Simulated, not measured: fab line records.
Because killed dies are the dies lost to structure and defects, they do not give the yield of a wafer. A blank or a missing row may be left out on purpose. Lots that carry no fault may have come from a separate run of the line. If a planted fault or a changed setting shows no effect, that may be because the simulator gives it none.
Split-lot study + flow n5Finfet + on a route of 1938 steps: 7 lots, 21 wafers read

== THE SPLIT ==
At N5_FIN_SAQP_ETCH_52 (etches SOC in N2/H2, target depth 100 nm, overetch 20 nm, time 150 s), the setting sourceW was moved away from the recipe's 840 W on 4 of the 21 wafers read, by -6.2% to +14.6%. This setting was run at the recipe's value on the other wafers.

The split's own step is where the reading is taken.

== THE READING ==
rfVppV, in V, at N5_FIN_SAQP_ETCH_52 (etches SOC in N2/H2, target depth 100 nm, overetch 20 nm, time 150 s). Typical for fault-free wafers on this fab line: 523.9 V, with standard deviation 2.7 V.

| wafer  | tool, chamber at the split | sourceW as run, W | against the recipe | rfVppV, V | against lot-mates on the recipe |
|--------|----------------------------|-------------------|--------------------|-----------|---------------------------------|
| L076.3 | rieDiel-01, 0              | 840               | recipe             | 524.1     | -                               |
| L076.5 | rieDiel-01, 1              | 840               | recipe             | 528.3     | -                               |
| L076.6 | rieDiel-01, 2              | 840               | recipe             | 526.2     | -                               |
| L078.1 | rieDiel-05, 3              | 840               | recipe             | 521.7     | -                               |
| L078.3 | rieDiel-05, 2              | 840               | recipe             | 524.1     | -                               |
| L078.6 | rieDiel-05, 2              | 840               | recipe             | 524.0     | -                               |
| L079.2 | rieDiel-01, 3              | 840               | recipe             | 521.0     | -                               |
| L079.5 | rieDiel-01, 3              | 840               | recipe             | 520.5     | -                               |
| L079.6 | rieDiel-01, 2              | 840               | recipe             | 526.7     | -                               |
| L080.1 | rieDiel-03, 0              | 787.5             | -6.2%              | 538.7     | +13.5                           |
| L080.3 | rieDiel-03, 1              | 787.5             | -6.2%              | 532.7     | +7.5                            |
| L080.4 | rieDiel-03, 3              | 840               | recipe             | 525.2     | -                               |
| L083.3 | rieDiel-01, 3              | 840               | recipe             | 520.2     | -                               |
| L083.4 | rieDiel-01, 2              | 840               | recipe             | 526.6     | -                               |
| L083.6 | rieDiel-01, 2              | 840               | recipe             | 525.0     | -                               |
| L085.3 | rieDiel-05, 0              | 840               | recipe             | 524.2     | -                               |
| L085.5 | rieDiel-05, 2              | 840               | recipe             | 521.1     | -                               |
| L085.6 | rieDiel-05, 1              | 840               | recipe             | 526.7     | -                               |
| L087.2 | rieDiel-03, 3              | 962.8             | +14.6%             | 501.6     | -18.4                           |
| L087.4 | rieDiel-03, 2              | 962.8             | +14.6%             | 498.1     | -21.9                           |
| L087.5 | rieDiel-03, 1              | 840               | recipe             | 520.0     | -                               |

FIT RESULTS
A straight line over all 21 wafers: rfVppV changes by -1.69 V for each +1% of sourceW; r = -0.95; the points scatter about the line by 2.7 V.
The same after taking each lot's own level away (the mean of its wafers on the recipe; 21 wafers): -1.43 V for each +1%; r = -0.95; scatter 2.3 V.
According to that fit, moving sourceW by its largest amount changes the reading by 21 V.
The lots' own levels span 520.00 to 526.20 V, that is 2.3 times the standard deviation above.
So the lot-to-lot level changes the slope: the two fits differ.
Check: with one of the wafers moved furthest among these (+14.6%) left out of the fit, the line predicts -22.5 V for it against its lot-mates. It came out at -18.4 V against them.
Tool readings at the split's step, against how far the setting was moved: rfVppV r = -0.95.

== FURTHER SPLITS ON THESE WAFERS ==
Note: prior to the reading, these wafers also went through further splits. Each is held against what the fit with the lots' levels taken away leaves over:
| other split on the same wafers          | wafers away from the commonest value | r with rfVppV (lot level and that fit taken away) |
|-----------------------------------------|--------------------------------------|---------------------------------------------------|
| N5_PMOS_HMC_CHANNEL_EPI_PEB_07 pebTempC | 9                                    | -0.10                                             |
| N5_PMOS_HMC_CHANNEL_EPI_DESCUM_14 timeS | 5                                    | -0.14                                             |

== FILE'S OWN FIT ==
rfVppV changes by -1.42 V for each +1% of sourceW, r = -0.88.
